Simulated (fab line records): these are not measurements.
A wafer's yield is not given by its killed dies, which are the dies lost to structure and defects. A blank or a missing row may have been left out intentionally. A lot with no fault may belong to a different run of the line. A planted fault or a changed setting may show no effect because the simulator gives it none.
fab line records | flow n5-finfet
record: lots: 10 wafers: 30 last-day: 18
route steps=1938 shown MOL_CONTACT_COAG@615 PASSIVATION@1908
lots untouched by any fault: they come from a run of this same line in which no faults occurred
start-h: hours from the record's opening day to when the first of the lot's shown wafers began | wait-h: hours since the lot's step before | " repeats the value in the row above | L1.1+2: a single row standing in for several wafers | - no value, or no start was given | * or withheld: withheld | < > ~ a bound
route shown NAME@n: NAME is a module with steps in the file, n the number in the route of the first one | usual: mean/standard deviation taken from wafers without a fault | same: alike in all rows | chamber/n: place in a boat | sites: each site's reading | _std_site: their standard deviation | _edge_site: inner sites' mean taken away from outer sites' mean | radius-mm: for every site, how far away it sits from the centre of the wafer | mask NAME#n: copy n | behind: tool/chamber where the wafer was last shaped | hold: why the lot went on hold/how many hours it stayed there/how the hold came to an end | device: the transistor (n, p or np) that didn't switch | end of line: at the end of the route, the tests of the same wafers | a step with no rows: only its recipe | killed: not the wafer's yield, but the dies lost to structure and defects at the first sort | map: the dies of a wafer, with x for killed, . for not killed, _ for no die there
set.NAME: the setting as run; set.NAME@STEP: as run at that earlier step | model.NAME: the simulator's own value behind a step, which no gauge read
route steps across a sampled set of lots; one table per step, one row per wafer
services: from which hour (start-h, from the record's first day; less than 0 if before it) a tool's chamber was out of use, for how many hours, and why
== steps ==
step: N5_MOL_CONTACT_COAG_VIA_ETCH_117
recipe: chemistry: C4F6/O2 target-depth-a: 400 overetch-a: 80 mask-material: SOC target: SiO2 bias-w: 455 pressure-mtorr: 10 time-s: 26 source-w: 325 Ar_flow_sccm: 300 C4F6_flow_sccm: 10 O2_flow_sccm: 10 ion-energy-ev: 575.3 ends: end-point
usual: drypump-motor-current-A: 5.7/0.35 mfc-ar-sccm: 300.0/0.88 oes-product-au: 0.71/0.083 rf-vpp-V: 1586/11 showerhead-plenum-p-Torr: 2.83/0.094 throttle-valve-pct: 41.01/0.29
columns lot.wafer tool chamber start-h wait-h drypump-motor-current-A mfc-ar-sccm oes-product-au rf-hours-counter-h rf-vpp-V showerhead-plenum-p-Torr throttle-valve-pct
L905.2 rie-diel-06 2 101.11 0.0 5.7 299.9 0.61 255 1571 2.79 41.15
L905.3 " 3 " " 6.2 300.4 0.64 201 1567 2.70 41.22
L905.5 " 1 " " 5.6 300.0 0.68 - 1586 2.83 40.56
L907.2 rie-diel-06 3 114.36 0.0 6.2 299.5 0.63 207 1568 2.70 41.20
L907.4 " 1 " " 5.6 299.6 0.68 - 1586 2.83 40.56
L907.5 " 3 " " 6.1 298.9 0.63 - 1570 2.70 41.20
L909.1 rie-diel-06 1 126.90 0.0 5.6 300.3 0.67 161 1585 2.83 40.57
L909.3 " 0 " " 5.3 300.9 0.76 36 1587 3.02 41.29
L909.5 " 3 " " 6.2 300.7 0.63 - 1567 2.70 41.22
L910.3 rie-diel-06 3 129.71 0.0 6.2 301.6 0.63 213 1568 2.70 41.21
L910.4 " 1 " " 5.6 298.2 0.67 - 1587 2.83 40.58
L910.6 " 0 " " 5.3 299.7 0.77 - 1589 3.02 41.27
L911.1 rie-diel-01 1 136.51 0.0 5.5 299.1 0.64 208 1597 2.82 41.37
L911.3 " 0 " " 5.2 299.3 0.59 257 1585 2.79 41.41
L911.4 " 0 " " 5.1 300.8 0.59 - 1586 2.79 41.40
L914.1 rie-diel-06 1 154.25 0.0 5.6 299.5 0.66 170 1586 2.82 40.59
L914.3 " 0 " " 5.3 302.2 0.76 45 1589 3.02 41.29
L914.6 " 0 " " 5.3 300.6 0.74 - 1588 3.02 41.28
L917.1 rie-diel-06 2 171.95 0.0 5.7 300.6 0.82 14 1569 2.78 40.88
L917.2 " 0 " " 5.3 299.7 0.74 51 1587 3.01 41.28
L917.6 " 2 " " 5.7 300.3 0.81 - 1567 2.78 40.90
L923.1 rie-diel-02 0 207.32 0.0 5.9 298.9 0.63 186 1604 2.93 40.84
L923.2 " 2 " " 5.7 299.9 0.77 48 1581 2.77 40.86
L923.6 " 0 " " 5.9 298.5 0.63 - 1603 2.93 40.85
L925.1 rie-diel-01 3 219.41 0.0 6.4 299.1 0.82 25 1594 2.80 41.27
L925.3 " 2 " " 5.7 300.3 0.75 69 1586 2.77 40.64
L925.4 " 0 " " 5.2 299.7 0.83 13 1585 2.78 40.95
L927.1 rie-diel-02 3 240.44 0.0 5.2 299.6 0.63 209 1590 2.94 40.76
L927.5 " 3 " " 5.2 300.3 0.64 - 1590 2.94 40.77
L927.6 " 0 " " 5.9 300.2 0.63 - 1603 2.93 40.84
step: N5_PASSIVATION_DESCUM_32
recipe: chemistry: O2 time-s: 7.9 source-power-w: 50 bias-power-w: 20 pressure-mtorr: 20 rf-frequency-hz: 2.712e+07 temp-c: 40 o2-flow-sccm: 225
usual: drypump-motor-current-A: 5.7/0.32 oes-product-au: 0.80/0.077 rf-vpp-V: 243.0/1.3 showerhead-plenum-p-Torr: 2.09/0.076 temp-c: 40.00/0.12 throttle-valve-pct: 20.32/0.13
same: time-s: 7.9
columns lot.wafer tool chamber start-h wait-h drypump-motor-current-A oes-product-au rf-hours-counter-h rf-vpp-V showerhead-plenum-p-Torr temp-c throttle-valve-pct
L905.2 rie-diel-06 0 259.62 0.0 5.3 0.80 82 246.2 2.21 40.00 20.41
L905.3 " 1 " " 5.6 0.72 200 243.1 2.07 40.09 20.34
L905.5 " 0 " " 5.3 0.80 - 244.4 2.21 40.11 20.39
L907.2 rie-diel-06 2 268.13 0.0 5.7 0.86 49 241.8 2.03 40.35 20.22
L907.4 " 3 " " 6.2 0.99 3 246.3 2.24 40.06 20.19
L907.5 " 2 " " 5.7 0.85 - 241.2 2.03 39.97 20.21
L910.3 rie-diel-02 3 290.47 0.1 5.2 0.69 228 244.3 2.15 40.02 20.34
L910.4 " 2 " " 5.7 0.83 77 243.0 2.03 39.92 20.20
L910.6 " 3 " " 5.2 0.70 - 245.6 2.15 40.04 20.33
L911.1 rie-diel-01 3 294.97 0.0 6.4 0.88 53 240.8 2.04 40.03 20.27
L911.3 " 1 " " 5.5 0.94 10 242.3 2.07 39.69 20.65
L911.4 " 0 " " 5.2 0.90 39 243.0 2.04 40.02 20.30
L909.1 rie-diel-02 2 310.98 0.0 5.7 0.82 84 241.6 2.02 39.90 20.21
L909.3 " 0 " " 5.9 0.69 213 243.0 2.17 40.04 20.31
L909.5 " 0 " " 5.9 0.69 - 244.8 2.17 39.94 20.30
L914.1 rie-diel-06 1 332.99 0.0 5.6 0.70 225 241.4 2.07 40.03 20.37
L914.3 " 2 " " 5.7 0.82 72 242.6 2.02 39.84 20.24
L914.6 " 3 " " 6.2 0.93 - 245.5 2.23 39.97 20.20
L917.1 rie-diel-02 0 359.98 0.0 5.9 0.67 231 243.7 2.16 39.83 20.32
L917.2 " 2 " " 5.7 0.80 103 242.7 2.02 39.89 20.22
L917.6 " 2 " " 5.6 0.79 - 241.5 2.02 39.86 20.23
L923.1 rie-diel-01 2 385.12 0.2 5.7 0.79 126 240.5 2.03 40.22 20.19
L923.2 " 1 " " 5.5 0.86 41 241.5 2.05 40.07 20.70
L923.6 " 1 " " 5.5 0.87 - 243.0 2.05 40.19 20.69
L925.1 rie-diel-06 0 389.05 0.0 5.3 0.76 125 243.5 2.20 39.90 20.46
L925.3 " 3 " " 6.2 0.90 41 243.6 2.22 40.04 20.24
L925.4 " 2 " " 5.7 0.82 88 242.6 2.01 39.90 20.30
L927.1 rie-diel-02 3 421.67 0.0 5.2 0.91 16 244.1 2.14 39.96 20.06
L927.5 " 1 " " 5.8 0.78 - 242.9 2.02 39.96 20.31
L927.6 " 2 " " 5.7 0.78 - 241.6 2.01 39.99 20.27
step: N5_PASSIVATION_CD_MEAS_44
recipe: target-cd-nm: 40000 landing-energy-ev: 500 detector: se-inlens
usual: cd-nm: 40000/3.3
same: landing-energy-ev: 500
columns lot.wafer tool chamber start-h wait-h cd-nm
L905.2 cd-sem-01 0 261.39 - 40007
L905.3 " 0 " " 40003
L905.5 " 0 " " 40006
L907.2 cd-sem-03 0 269.78 - 40001
L907.4 " 0 " " 40002
L907.5 " 0 " " 40004
L910.3 cd-sem-01 0 292.14 - 40000
L910.4 " 0 " " 40002
L910.6 " 0 " " 39999
L911.1 cd-sem-03 0 296.66 - 40010
L911.3 " 0 " " 40006
L911.4 " 0 " " 40003
L909.1 cd-sem-01 0 312.79 - 39998
L909.3 " 0 " " 39997
L909.5 " 0 " " 39999
L914.1 cd-sem-03 0 334.73 - 40005
L914.3 " 0 " " 40004
L914.6 " 0 " " 40005
L917.1 cd-sem-02 0 361.63 - 40004
L917.2 " 0 " " 40000
L917.6 " 0 " " 40004
L923.1 cd-sem-03 0 386.91 - 39995
L923.2 " 0 " " 39995
L923.6 " 0 " " 39992
L925.1 cd-sem-03 0 390.82 - 39997
L925.3 " 0 " " 39995
L925.4 " 0 " " 39994
L927.1 cd-sem-01 0 423.46 - 40000
L927.5 " 0 " " 39995
L927.6 " 0 " " 39996
step: N5_PASSIVATION_STRIP_48
recipe: chemistry: O2 power-w: 600 temp-c: 60 pressure-mtorr: 30 rf-frequency-hz: 6e+07 bias-power-w: 0 overash-fraction: 0.5 o2-flow-sccm: 225
usual: drypump-motor-current-A: 5.7/0.35 oes-product-au: 0.80/0.074 rf-vpp-V: 3.3/2.5 showerhead-plenum-p-Torr: 2.08/0.071 temp-c: 59.99/0.14 throttle-valve-pct: 16.56/0.14
columns lot.wafer tool chamber start-h wait-h drypump-motor-current-A oes-product-au rf-hours-counter-h rf-vpp-V showerhead-plenum-p-Torr temp-c throttle-valve-pct
L905.2 rie-diel-02 2 262.25 0.1 5.7 0.84 70 0 2.03 60.11 16.39
L905.3 " 1 " " 5.8 0.88 49 2.3 2.04 59.97 16.44
L905.5 " 0 " " 6.0 0.73 - 9.2 2.17 60.11 16.49
L907.2 rie-diel-02 0 270.42 0.1 5.9 0.71 199 4.4 2.18 60.25 16.53
L907.4 " 3 " " 5.1 0.71 220 0.1 2.16 59.78 16.59
L907.5 " 3 " " 5.2 0.68 - 4.1 2.16 59.79 16.55
L910.3 rie-diel-02 2 292.83 0.1 5.7 0.84 78 9.3 2.03 60.01 16.45
L910.4 " 0 " " 5.8 0.67 208 2.0 2.17 60.17 16.63
L910.6 " 0 " " 5.9 0.68 - 2.0 2.17 60.02 16.53
L911.1 rie-diel-02 1 297.30 0.1 5.8 0.85 61 6.3 2.04 60.01 16.48
L911.3 " 2 " " 5.6 0.79 79 2.0 2.03 59.77 16.49
L911.4 " 3 " " 5.2 0.72 230 6.2 2.16 60.13 16.61
L909.1 rie-diel-06 3 313.43 0.1 6.2 1.01 14 1.3 2.24 60.10 16.38
L909.3 " 1 " " 5.7 0.70 218 8.2 2.07 59.98 16.67
L909.5 " 1 " " 5.6 0.68 - 6.7 2.07 59.85 16.67
L914.1 rie-diel-06 1 335.37 0.1 5.7 0.73 226 4.1 2.07 59.81 16.66
L914.3 " 2 " " 5.7 0.80 73 0.3 2.03 59.92 16.50
L914.6 " 0 " " 5.3 0.76 - 2.4 2.21 60.04 16.60
L917.1 rie-diel-02 0 362.27 0.1 5.8 0.69 231 2.8 2.16 59.91 16.61
L917.2 " 2 " " 5.7 0.80 104 2.4 2.02 59.75 16.47
L917.6 " 2 " " 5.7 0.82 - 1.9 2.02 60.05 16.53
L923.1 rie-diel-02 2 387.55 0.1 5.7 0.79 114 0.9 2.02 60.15 16.51
L923.2 " 1 " " 5.8 0.78 94 7.6 2.03 60.14 16.49
L923.6 " 3 " " 5.2 0.94 - 2.1 2.15 60.09 16.26
L925.1 rie-diel-01 1 391.70 0.1 5.5 0.85 44 8.2 2.06 59.98 16.86
L925.3 " 3 " " 6.4 0.84 86 2.8 2.03 60.13 16.51
L925.4 " 2 " " 5.8 0.78 129 1.5 2.03 60.04 16.43
L927.1 rie-diel-01 3 424.10 0.1 6.4 0.80 99 2.6 2.03 59.95 16.59
L927.5 " 1 " " 5.6 0.85 - 3.7 2.05 59.95 16.88
L927.6 " 3 " " 6.4 0.79 - 3.0 2.02 59.86 16.53
step: N5_PASSIVATION_PROBE_49
usual: defect-limited-yield: 90.9/1.3 killed_at_M0_to_M3: 35/10 killed_at_M4_up: 15/5.7 killed-at-contacts: 14/6.4 killed-at-front-end: 40/11 killed-at-other: 4/3.1 killed-dies: 108/16 killed-on-rim: 14/3.6 killed-open: 71/11 killed-short: 34/7.7 sort_bin_5_function: 5.4/0.9 sort_bin_6_memory: 3.4/0.61 sort-n-pass: 1072/16 sort-yield-pct: 90.9/1.3
same: gross-dies: 1180 killed-at-back-side: 0 sort_bin_4_leakage[%]: 0 sort_bin_8_speed[%]: 0
columns lot.wafer tool chamber start-h wait-h defect-limited-yield[%] killed_at_M0_to_M3 killed_at_M4_up killed-at-contacts killed-at-front-end killed-at-other killed-dies killed-on-rim killed-open killed-short sort_bin_5_function[%] sort_bin_6_memory[%] sort-n-pass sort-yield-pct[%]
L910.3 prober-01 - 295.43 0.1 89.2 48 21 9 44 6 128 18 86 38 6.7 3.6 1052 89.2
L910.4 prober-01 - 295.48 0.2 91.6 41 15 12 29 2 99 12 65 31 5.4 2.9 1081 91.6
L910.6 prober-01 - 295.58 0.3 91.4 46 15 6 33 1 101 11 64 35 5.3 3.1 1079 91.4
L911.1 prober-01 - 299.79 0.0 90.2 31 13 31 31 10 116 18 73 39 5.4 3.7 1064 90.2
L911.3 prober-01 - 299.89 0.1 90.7 18 10 27 44 11 110 7 66 44 4.9 3.8 1070 90.7
L911.4 prober-01 - 299.94 0.2 92.4 18 5 23 42 2 90 16 57 29 4.5 2.3 1090 92.4
L909.1 prober-02 - 315.94 0.0 89.5 45 19 13 44 3 124 19 87 35 5.7 4.6 1056 89.5
L909.3 prober-02 - 316.04 0.1 93.1 27 9 9 33 4 82 13 50 32 4.7 2.3 1098 93.1
L909.5 prober-02 - 316.14 0.2 91.4 34 14 10 39 4 101 17 72 28 5.1 3.3 1079 91.4
L914.1 prober-02 - 337.86 0.0 85.6 60 8 71 29 2 170 27 64 37 8.4 3.1 1010 85.6
L914.3 prober-02 - 337.96 0.1 81.4 28 12 120 59 1 220 29 72 32 9.8 4.6 960 81.4
L914.6 prober-02 - 338.11 0.3 81.6 47 14 119 35 2 217 33 73 33 10.7 3.8 963 81.6
L917.1 prober-01 - 364.77 0.0 81.2 14 13 159 36 0 222 11 50 22 10.0 4.5 958 81.2
L917.2 prober-01 - 364.82 0.1 82.9 27 23 121 26 5 202 30 65 28 10.1 3.8 978 82.9
L917.6 prober-01 - 365.02 0.3 78.3 30 28 158 33 7 256 19 76 35 13.2 4.5 924 78.3
L923.1 prober-02 - 390.04 0.0 90.1 53 16 12 32 4 117 14 71 41 5.2 4.0 1063 90.1
L923.2 prober-02 - 390.09 0.1 90.8 43 20 13 31 1 108 19 80 27 5.1 3.6 1072 90.8
L923.6 prober-02 - 390.29 0.3 87.9 46 22 30 43 2 143 16 96 45 8.0 3.8 1037 87.9
L925.1 prober-02 - 394.23 0.0 93.6 16 9 11 35 5 76 8 51 25 4.2 2.0 1104 93.6
L925.3 prober-02 - 394.33 0.1 90.1 24 19 19 46 9 117 15 67 46 5.5 3.8 1063 90.1
L925.4 prober-02 - 394.38 0.2 88.5 29 6 22 74 5 136 13 93 40 7.0 3.7 1044 88.5
killed by level:class
L910.3 BEOL_M4:geometric-particle:open=12 BEOL_M0_SAQP:geometric-particle:short=11 FIN_SAQP:geometric-particle:open=10 STI_FIN_REVEAL:geometric-particle:open=9 MOL_CONTACT_COAG:geometric-particle:open=9 FIN_SAQP:geometric-particle:short=8 BEOL_M0:geometric-particle:open=8 BEOL_M3:geometric-particle:open=7
L910.4 BEOL_M2:geometric-particle:open=13 MOL_CONTACT_COAG:geometric-particle:open=10 BEOL_M3:geometric-particle:open=9 STI_FIN_REVEAL:geometric-particle:open=8 FIN_SAQP:geometric-particle:open=6 FIN_SAQP:geometric-particle:short=5 BEOL_M0_SAQP:geometric-particle:short=5 BEOL_M4:geometric-particle:open=5
L910.6 BEOL_M3:geometric-particle:open=13 FIN_SAQP:geometric-particle:open=10 FIN_SAQP:geometric-particle:short=8 BEOL_M2:geometric-particle:open=7 BEOL_M1:geometric-particle:short=6 BEOL_M0_SAQP:geometric-particle:open=6 BEOL_M4:geometric-particle:open=6 STI_FIN_REVEAL:geometric-particle:open=4
L911.1 MOL_CONTACT_COAG:geometric-particle:open=23 MOL_CONTACT_COAG:geometric-particle:short=8 BEOL_M0_SAQP:geometric-particle:short=7 FIN_SAQP:geometric-particle:open=6 BEOL_M1:geometric-particle:open=6 FIN_SAQP:geometric-particle:short=5 BEOL_M4:geometric-particle:open=5 BEOL_M0_SAQP:geometric-particle:open=4
L911.3 MOL_CONTACT_COAG:geometric-particle:open=21 FIN_SAQP:geometric-particle:short=17 FIN_SAQP:geometric-particle:open=6 STI_FIN_REVEAL:geometric-particle:open=6 MOL_CONTACT_COAG:geometric-particle:short=6 BEOL_M4:geometric-particle:open=6 BEOL_M3:geometric-particle:open=5 PASS1_CAP:geometric-particle:short=5
L911.4 MOL_CONTACT_COAG:geometric-particle:open=19 FIN_SAQP:geometric-particle:open=7 STI_FIN_REVEAL:geometric-particle:open=7 FIN_SAQP:geometric-particle:short=6 MOL_CONTACT_COAG:geometric-particle:short=4 BEOL_M1:geometric-particle:open=4 STARTING-WAFER:geometric-particle:short=4 HKMG_FIN:area-etch=4
L909.1 FIN_SAQP:geometric-particle:open=14 BEOL_M0_SAQP:geometric-particle:short=14 BEOL_M0_SAQP:geometric-particle:open=12 MOL_CONTACT_COAG:geometric-particle:open=11 STI_FIN_REVEAL:geometric-particle:open=9 FIN_SAQP:geometric-particle:short=8 BEOL_M4:geometric-particle:open=8 BEOL_M2:geometric-particle:open=7
L909.3 BEOL_M0_SAQP:geometric-particle:short=10 MOL_CONTACT_COAG:geometric-particle:open=8 FIN_SAQP:geometric-particle:open=7 BEOL_M0_SAQP:geometric-particle:open=7 STI_FIN_REVEAL:geometric-particle:open=5 STARTING-WAFER:geometric-particle:short=5 FIN_SAQP:geometric-particle:short=4 BEOL_M3:geometric-particle:open=4
L909.5 BEOL_M0_SAQP:geometric-particle:open=14 FIN_SAQP:geometric-particle:open=11 MOL_CONTACT_COAG:geometric-particle:open=9 BEOL_M0_SAQP:geometric-particle:short=9 BEOL_M1:geometric-particle:open=9 FIN_SAQP:geometric-particle:short=6 STI_FIN_REVEAL:geometric-particle:open=5 BEOL_M4:geometric-particle:open=5
L914.1 MOL_CONTACT_COAG:unspecified=69 BEOL_M3:geometric-particle:open=19 BEOL_M0_SAQP:geometric-particle:open=13 FIN_SAQP:geometric-particle:short=8 BEOL_M0_SAQP:geometric-particle:short=8 STI_FIN_REVEAL:geometric-particle:open=6 BEOL_M1:geometric-particle:open=5 BEOL_M2:geometric-particle:open=4
L914.3 MOL_CONTACT_COAG:unspecified=110 STI_FIN_REVEAL:geometric-particle:open=14 FIN_SAQP:geometric-particle:open=11 FIN_SAQP:geometric-particle:short=9 MOL_CONTACT_COAG:geometric-particle:open=9 BEOL_M1:geometric-particle:open=9 GATE_CUT:geometric-particle:short=8 BEOL_M3:geometric-particle:open=7
L914.6 MOL_CONTACT_COAG:unspecified=111 STI_FIN_REVEAL:geometric-particle:open=11 BEOL_M0_SAQP:geometric-particle:open=10 FIN_SAQP:geometric-particle:short=9 BEOL_M1:geometric-particle:open=8 FIN_SAQP:geometric-particle:open=7 BEOL_M4:geometric-particle:open=7 MOL_CONTACT_COAG:geometric-particle:open=7
L917.1 MOL_CONTACT_COAG:unspecified=147 MOL_CONTACT_COAG:geometric-particle:open=8 FIN_SAQP:geometric-particle:open=6 STI_FIN_REVEAL:geometric-particle:open=6 STARTING-WAFER:geometric-particle:short=6 BEOL_M2:geometric-particle:open=5 BEOL_M0_SAQP:geometric-particle:open=4 MOL_CONTACT_COAG:geometric-particle:short=4
L917.2 MOL_CONTACT_COAG:unspecified=109 BEOL_M4:geometric-particle:open=15 MOL_CONTACT_COAG:geometric-particle:open=8 BEOL_M2:geometric-particle:open=8 BEOL_M3:geometric-particle:open=8 FIN_SAQP:geometric-particle:open=6 FIN_SAQP:geometric-particle:short=5 MOL_CONTACT_COAG:geometric-particle:short=4
L917.6 MOL_CONTACT_COAG:unspecified=145 BEOL_M4:geometric-particle:open=18 FIN_SAQP:geometric-particle:open=13 MOL_CONTACT_COAG:geometric-particle:open=9 BEOL_M0_SAQP:geometric-particle:short=7 BEOL_M2:geometric-particle:open=6 BEOL_M3:geometric-particle:open=6 BEOL_M0_SAQP:geometric-particle:open=5
L923.1 BEOL_M0_SAQP:geometric-particle:short=12 MOL_CONTACT_COAG:geometric-particle:open=10 BEOL_M3:geometric-particle:open=9 BEOL_M0_SAQP:geometric-particle:open=9 BEOL_M1:geometric-particle:open=9 BEOL_M2:geometric-particle:open=7 BEOL_M4:geometric-particle:open=7 GATE_CUT:geometric-particle:short=5
L923.2 BEOL_M4:geometric-particle:open=14 BEOL_M1:geometric-particle:open=11 MOL_CONTACT_COAG:geometric-particle:open=10 BEOL_M2:geometric-particle:open=7 BEOL_M3:geometric-particle:open=7 FIN_SAQP:geometric-particle:open=6 BEOL_M0_SAQP:geometric-particle:short=6 BEOL_M1:geometric-particle:short=6
L923.6 MOL_CONTACT_COAG:geometric-particle:open=19 BEOL_M0_SAQP:geometric-particle:open=14 BEOL_M1:geometric-particle:open=13 FIN_SAQP:geometric-particle:open=12 MOL_CONTACT_COAG:geometric-particle:short=11 STI_FIN_REVEAL:geometric-particle:open=7 BEOL_M0_SAQP:geometric-particle:short=7 FIN_SAQP:geometric-particle:short=6
L925.1 STI_FIN_REVEAL:geometric-particle:open=9 MOL_CONTACT_COAG:geometric-particle:open=8 FIN_SAQP:geometric-particle:open=5 FIN_SAQP:geometric-particle:short=5 BEOL_M0:geometric-particle:open=5 DUMMY_GATE:geometric-particle:open=3 MOL_CONTACT_COAG:geometric-particle:short=3 BEOL_M1:geometric-particle:open=3
L925.3 MOL_CONTACT_COAG:geometric-particle:open=15 FIN_SAQP:geometric-particle:short=14 STI_FIN_REVEAL:geometric-particle:open=6 BEOL_M5:geometric-particle:open=6 BEOL_M6:geometric-particle:open=5 DUMMY_GATE:geometric-particle:open=4 GATE_CUT:geometric-particle:short=4 BEOL_M2:geometric-particle:short=4
L925.4 MOL_CONTACT_COAG:geometric-particle:open=20 FIN_SAQP:geometric-particle:open=16 FIN_SAQP:geometric-particle:short=14 DUMMY_GATE:geometric-particle:open=12 BEOL_M3:geometric-particle:open=8 STI_FIN_REVEAL:geometric-particle:open=7 GATE_CUT:geometric-particle:open=6 BEOL_M0_SAQP:geometric-particle:short=4
== services ==
columns tool chamber start-h hours kind
rie-diel-02 1 106.75 - clean
rie-diel-02 1 106.75 - consumable-replace:focus-ring
rie-diel-02 1 106.75 23.7 scheduled-down
rie-diel-02 1 106.75 23.7 vent-cycle
rie-diel-06 2 112.37 4.9 repair
rie-diel-06 2 117.46 - clean
rie-diel-06 2 117.46 - consumable-replace:focus-ring
rie-diel-06 2 117.46 14.7 scheduled-down
rie-diel-06 2 117.46 14.7 vent-cycle
rie-diel-01 0 119.86 2.2 repair
rie-diel-06 1 164.44 9.9 repair
rie-diel-01 3 177.60 5.2 repair
rie-diel-06 1 183.55 8.8 repair
rie-diel-02 0 212.15 22.1 repair
rie-diel-06 3 215.95 2.9 repair
rie-diel-06 3 242.73 - clean
rie-diel-06 3 242.73 - consumable-replace:focus-ring
rie-diel-06 3 242.73 - consumable-replace:showerhead
rie-diel-02 2 281.00 6.7 repair
rie-diel-01 2 307.95 1.8 repair
rie-diel-06 0 360.39 6.0 repair
rie-diel-02 3 362.31 - clean
rie-diel-01 1 371.83 1.8 repair
rie-diel-01 0 411.27 16.4 repair
== key ==
first-sign: step: N5_PASSIVATION_PROBE_49 reading: killed-at-contacts direction: up sigmas: 17 usual: 14 struck: 125
effect: step: N5_PASSIVATION_PROBE_49 reading: killed-dies direction: up sigmas: 6.8 usual: 108 struck: 214
more-kills-born-at: N5_MOL_CONTACT_COAG_VIA_ETCH_117@rie-diel-06: 691
met-at N5_MOL_CONTACT_COAG_VIA_ETCH_117
struck-lots L914,L917
not-acting-at N5_PASSIVATION_DESCUM_32,N5_PASSIVATION_CD_MEAS_44,N5_PASSIVATION_STRIP_48
onset-between 129.71 154.25
fault: kind: chamber-particle-source tool: rie-diel-06 chamber: - onset-h: 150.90 steps: N5_MOL_CONTACT_COAG_VIA_ETCH_117 rate-per-visit-cm2: 1.6319 end-h: 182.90
